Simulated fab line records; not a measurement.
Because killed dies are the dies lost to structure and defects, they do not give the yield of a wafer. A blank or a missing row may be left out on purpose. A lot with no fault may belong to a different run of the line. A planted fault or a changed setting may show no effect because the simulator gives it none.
Split-lot study :: flow n5-finfet :: 7 lots, 39 wafers read, on a route of 1938 steps

SPLIT DETAILS
At N5_MOL_CONTACT_COAG_ETCHBACK_135 (etches SiO2 in CHF3, target depth 25 nm, time 16.7 s), the setting target-depth-a was moved away from the recipe's 250 angstrom on 15 of the 39 wafers read, by -23.6% to +56.0%. All remaining wafers had this setting at the recipe value.

FROM THE SPLIT ON TO THE READING: in between, the file shows 1 step
- N5_MOL_CONTACT_COAG_STRIP_118: strips in CHF3

THE READING
SOC_of_MOL_CONTACT_COAG_COAT_75.thk-nm (the simulator's own value, which no gauge read), in nm, at N5_MOL_CONTACT_COAG_VIA_ETCH_46 (etches SiO2 in C4F6/O2, target depth 46 nm, overetch 9.2 nm, time 40 s). No usual value for it is given in the file. Here, 24 wafers ran the recipe; their average is 50.8 nm with a standard deviation of 0.26 nm.

wafer: L074.1
tool, chamber at the split: rie-diel-06, 0,3
target-depth-a as run, angstrom: 208.3
against the recipe: -16.7%
SOC_of_MOL_CONTACT_COAG_COAT_75.thk-nm, nm: 51.6
against lot-mates on the recipe: +0.5

wafer: L074.2
tool, chamber at the split: rie-diel-06, 2
target-depth-a as run, angstrom: 250
against the recipe: recipe
SOC_of_MOL_CONTACT_COAG_COAT_75.thk-nm, nm: 50.6
against lot-mates on the recipe: -

wafer: L074.3
tool, chamber at the split: rie-diel-06, 0,3
target-depth-a as run, angstrom: 208.3
against the recipe: -16.7%
SOC_of_MOL_CONTACT_COAG_COAT_75.thk-nm, nm: 51
against lot-mates on the recipe: -0.1

wafer: L074.4
tool, chamber at the split: rie-diel-06, 1
target-depth-a as run, angstrom: 250
against the recipe: recipe
SOC_of_MOL_CONTACT_COAG_COAT_75.thk-nm, nm: 51.2
against lot-mates on the recipe: -

wafer: L074.5
tool, chamber at the split: rie-diel-06, 0
target-depth-a as run, angstrom: 250
against the recipe: recipe
SOC_of_MOL_CONTACT_COAG_COAT_75.thk-nm, nm: 51.4
against lot-mates on the recipe: -

wafer: L074.6
tool, chamber at the split: rie-diel-06, 3
target-depth-a as run, angstrom: 208.3
against the recipe: -16.7%
SOC_of_MOL_CONTACT_COAG_COAT_75.thk-nm, nm: 51.4
against lot-mates on the recipe: +0.3

wafer: L083.1
tool, chamber at the split: rie-diel-06, 2,3,1
target-depth-a as run, angstrom: 383.5
against the recipe: +53.4%
SOC_of_MOL_CONTACT_COAG_COAT_75.thk-nm, nm: 49.4
against lot-mates on the recipe: -1.5

wafer: L083.4
tool, chamber at the split: rie-diel-06, 2,3,1
target-depth-a as run, angstrom: 383.5
against the recipe: +53.4%
SOC_of_MOL_CONTACT_COAG_COAT_75.thk-nm, nm: 49.4
against lot-mates on the recipe: -1.5

wafer: L083.2
tool, chamber at the split: rie-diel-06, 2,3,1
target-depth-a as run, angstrom: 383.5
against the recipe: +53.4%
SOC_of_MOL_CONTACT_COAG_COAT_75.thk-nm, nm: 49.2
against lot-mates on the recipe: -1.7

wafer: L083.3
tool, chamber at the split: rie-diel-06, 0
target-depth-a as run, angstrom: 250
against the recipe: recipe
SOC_of_MOL_CONTACT_COAG_COAT_75.thk-nm, nm: 51.2
against lot-mates on the recipe: -

wafer: L083.5
tool, chamber at the split: rie-diel-06, 2,3
target-depth-a as run, angstrom: 250
against the recipe: recipe
SOC_of_MOL_CONTACT_COAG_COAT_75.thk-nm, nm: 50.8
against lot-mates on the recipe: -

wafer: L083.6
tool, chamber at the split: rie-diel-06, 2,3
target-depth-a as run, angstrom: 250
against the recipe: recipe
SOC_of_MOL_CONTACT_COAG_COAT_75.thk-nm, nm: 50.6
against lot-mates on the recipe: -

wafer: L086.1
tool, chamber at the split: rie-diel-03, 1,2
target-depth-a as run, angstrom: 250
against the recipe: recipe
SOC_of_MOL_CONTACT_COAG_COAT_75.thk-nm, nm: 50.4
against lot-mates on the recipe: -

wafer: L086.2
tool, chamber at the split: rie-diel-03, 1,2
target-depth-a as run, angstrom: 250
against the recipe: recipe
SOC_of_MOL_CONTACT_COAG_COAT_75.thk-nm, nm: 50.4
against lot-mates on the recipe: -

wafer: L086.3
tool, chamber at the split: rie-diel-03, 0,3,0
target-depth-a as run, angstrom: 191
against the recipe: -23.6%
SOC_of_MOL_CONTACT_COAG_COAT_75.thk-nm, nm: 51.2
against lot-mates on the recipe: +0.7

wafer: L086.5
tool, chamber at the split: rie-diel-03, 0,3,0
target-depth-a as run, angstrom: 191
against the recipe: -23.6%
SOC_of_MOL_CONTACT_COAG_COAT_75.thk-nm, nm: 51.2
against lot-mates on the recipe: +0.7

wafer: L086.4
tool, chamber at the split: rie-diel-03, 0,3,0
target-depth-a as run, angstrom: 191
against the recipe: -23.6%
SOC_of_MOL_CONTACT_COAG_COAT_75.thk-nm, nm: 51
against lot-mates on the recipe: +0.5

wafer: L086.6
tool, chamber at the split: rie-diel-03, 3
target-depth-a as run, angstrom: 250
against the recipe: recipe
SOC_of_MOL_CONTACT_COAG_COAT_75.thk-nm, nm: 50.6
against lot-mates on the recipe: -

wafer: L089.1
tool, chamber at the split: rie-diel-06, 3,2,3
target-depth-a as run, angstrom: 250
against the recipe: recipe
SOC_of_MOL_CONTACT_COAG_COAT_75.thk-nm, nm: 50.4
against lot-mates on the recipe: -

wafer: L089.5
tool, chamber at the split: rie-diel-06, 2
target-depth-a as run, angstrom: 250
against the recipe: recipe
SOC_of_MOL_CONTACT_COAG_COAT_75.thk-nm, nm: 50.4
against lot-mates on the recipe: -

wafer: L089.2
tool, chamber at the split: rie-diel-06, 1,0
target-depth-a as run, angstrom: 250
against the recipe: recipe
SOC_of_MOL_CONTACT_COAG_COAT_75.thk-nm, nm: 51
against lot-mates on the recipe: -

wafer: L089.4
tool, chamber at the split: rie-diel-06, 1,0
target-depth-a as run, angstrom: 250
against the recipe: recipe
SOC_of_MOL_CONTACT_COAG_COAT_75.thk-nm, nm: 51
against lot-mates on the recipe: -

wafer: L089.3
tool, chamber at the split: rie-diel-06, 3,2,3
target-depth-a as run, angstrom: 250
against the recipe: recipe
SOC_of_MOL_CONTACT_COAG_COAT_75.thk-nm, nm: 50.8
against lot-mates on the recipe: -

wafer: L089.6
tool, chamber at the split: rie-diel-06, 3,2,3
target-depth-a as run, angstrom: 250
against the recipe: recipe
SOC_of_MOL_CONTACT_COAG_COAT_75.thk-nm, nm: 50.6
against lot-mates on the recipe: -

wafer: L091.3
tool, chamber at the split: rie-diel-03, 2
target-depth-a as run, angstrom: 250
against the recipe: recipe
SOC_of_MOL_CONTACT_COAG_COAT_75.thk-nm, nm: 50.6
against lot-mates on the recipe: -

wafer: L091.4
tool, chamber at the split: rie-diel-03, 0
target-depth-a as run, angstrom: 250
against the recipe: recipe
SOC_of_MOL_CONTACT_COAG_COAT_75.thk-nm, nm: 50.8
against lot-mates on the recipe: -

wafer: L091.6
tool, chamber at the split: rie-diel-03, 0
target-depth-a as run, angstrom: 250
against the recipe: recipe
SOC_of_MOL_CONTACT_COAG_COAT_75.thk-nm, nm: 51
against lot-mates on the recipe: -

wafer: L096.1
tool, chamber at the split: rie-diel-04, 0,2
target-depth-a as run, angstrom: 389.9
against the recipe: +56.0%
SOC_of_MOL_CONTACT_COAG_COAT_75.thk-nm, nm: 49
against lot-mates on the recipe: -1.8

wafer: L096.5
tool, chamber at the split: rie-diel-04, 0
target-depth-a as run, angstrom: 389.9
against the recipe: +56.0%
SOC_of_MOL_CONTACT_COAG_COAT_75.thk-nm, nm: 49
against lot-mates on the recipe: -1.8

wafer: L096.2
tool, chamber at the split: rie-diel-04, 0,2
target-depth-a as run, angstrom: 389.9
against the recipe: +56.0%
SOC_of_MOL_CONTACT_COAG_COAT_75.thk-nm, nm: 49.4
against lot-mates on the recipe: -1.4

wafer: L096.3
tool, chamber at the split: rie-diel-04, 3,1,3
target-depth-a as run, angstrom: 250
against the recipe: recipe
SOC_of_MOL_CONTACT_COAG_COAT_75.thk-nm, nm: 50.8
against lot-mates on the recipe: -

wafer: L096.4
tool, chamber at the split: rie-diel-04, 3,1,3
target-depth-a as run, angstrom: 250
against the recipe: recipe
SOC_of_MOL_CONTACT_COAG_COAT_75.thk-nm, nm: 50.8
against lot-mates on the recipe: -

wafer: L096.6
tool, chamber at the split: rie-diel-04, 3,1,3
target-depth-a as run, angstrom: 250
against the recipe: recipe
SOC_of_MOL_CONTACT_COAG_COAT_75.thk-nm, nm: 50.8
against lot-mates on the recipe: -

wafer: L097.1
tool, chamber at the split: rie-diel-03, 2,1
target-depth-a as run, angstrom: 250
against the recipe: recipe
SOC_of_MOL_CONTACT_COAG_COAT_75.thk-nm, nm: 50.8
against lot-mates on the recipe: -

wafer: L097.6
tool, chamber at the split: rie-diel-03, 1
target-depth-a as run, angstrom: 250
against the recipe: recipe
SOC_of_MOL_CONTACT_COAG_COAT_75.thk-nm, nm: 50.8
against lot-mates on the recipe: -

wafer: L097.2
tool, chamber at the split: rie-diel-03, 3
target-depth-a as run, angstrom: 306
against the recipe: +22.4%
SOC_of_MOL_CONTACT_COAG_COAT_75.thk-nm, nm: 50
against lot-mates on the recipe: -0.9

wafer: L097.3
tool, chamber at the split: rie-diel-03, 2,1
target-depth-a as run, angstrom: 250
against the recipe: recipe
SOC_of_MOL_CONTACT_COAG_COAT_75.thk-nm, nm: 51
against lot-mates on the recipe: -

wafer: L097.4
tool, chamber at the split: rie-diel-03, 0,2
target-depth-a as run, angstrom: 306
against the recipe: +22.4%
SOC_of_MOL_CONTACT_COAG_COAT_75.thk-nm, nm: 50.4
against lot-mates on the recipe: -0.5

wafer: L097.5
tool, chamber at the split: rie-diel-03, 0,2
target-depth-a as run, angstrom: 306
against the recipe: +22.4%
SOC_of_MOL_CONTACT_COAG_COAT_75.thk-nm, nm: 50.2
against lot-mates on the recipe: -0.7
If several chambers appear in one row, that row covers several wafers at once and the file leaves open which wafer was in which chamber.

THE FIT
A straight line over all 39 wafers: SOC_of_MOL_CONTACT_COAG_COAT_75.thk-nm changes by -0.0271 nm for each +1% of target-depth-a; r = -0.93; the points scatter about the line by 0.26 nm.
The same after taking each lot's own level away (the mean of its wafers on the recipe; 39 wafers): -0.0284 nm for each +1%; r = -0.95; scatter 0.21 nm.
On that fit, the largest move of target-depth-a shifts the reading by 1.6 nm.
From 50.47 to 51.07 nm: that is the span of the lots' own levels, equal to 2.3 times the standard deviation above.
The two slopes are in agreement: the lot-to-lot level therefore moves the slope only a little.
Check: for one of the wafers moved furthest among these (+56.0%), held out of the fit, the line's prediction against its lot-mates is -1.58 nm. It came out at -1.8 nm against them.

OTHER SPLITS ON THESE WAFERS
Note: prior to the reading, these wafers also went through further splits. Each is held against what the fit with the lots' levels taken away leaves over:
other split on the same wafers: N5_ZERO_LAYER_ETCH_18 target-depth-a
wafers away from the commonest value: 15
r with SOC_of_MOL_CONTACT_COAG_COAT_75.thk-nm (lot level and that fit taken away): -0.21

other split on the same wafers: N5_FIN_SAQP_DESCUM_21 time-s
wafers away from the commonest value: 15
r with SOC_of_MOL_CONTACT_COAG_COAT_75.thk-nm (lot level and that fit taken away): +0.12

other split on the same wafers: N5_SD_EPI_N_DEVELOP_08 develop-time-s
wafers away from the commonest value: 12
r with SOC_of_MOL_CONTACT_COAG_COAT_75.thk-nm (lot level and that fit taken away): +0.24

other split on the same wafers: N5_HKMG_FIN_ALD_71 ald-cycles
wafers away from the commonest value: 18
r with SOC_of_MOL_CONTACT_COAG_COAT_75.thk-nm (lot level and that fit taken away): -0.23

THE WHOLE CHAIN: every reading that the file lists as answering this split, in the file's order
step: N5_MOL_CONTACT_COAG_ETCHBACK_135
what it does: etches SiO2 in CHF3, target depth 25 nm, time 16.7 s
reading: SOC_of_MOL_CONTACT_COAG_COAT_75.thk-nm (the simulator's own value, which no gauge read)
change (the file's fit): -0.0264 nm for each +1% of the setting
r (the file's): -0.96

step: N5_MOL_CONTACT_COAG_VIA_ETCH_46
what it does: etches SiO2 in C4F6/O2, target depth 46 nm, overetch 9.2 nm, time 40 s
reading: SOC_of_MOL_CONTACT_COAG_COAT_75.thk-nm (the simulator's own value, which no gauge read)
change (the file's fit): -0.0287 nm for each +1% of the setting
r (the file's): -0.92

THE FILE'S OWN FIT
SOC_of_MOL_CONTACT_COAG_COAT_75.thk-nm changes by -0.0287 nm for each +1% of target-depth-a, r = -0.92.
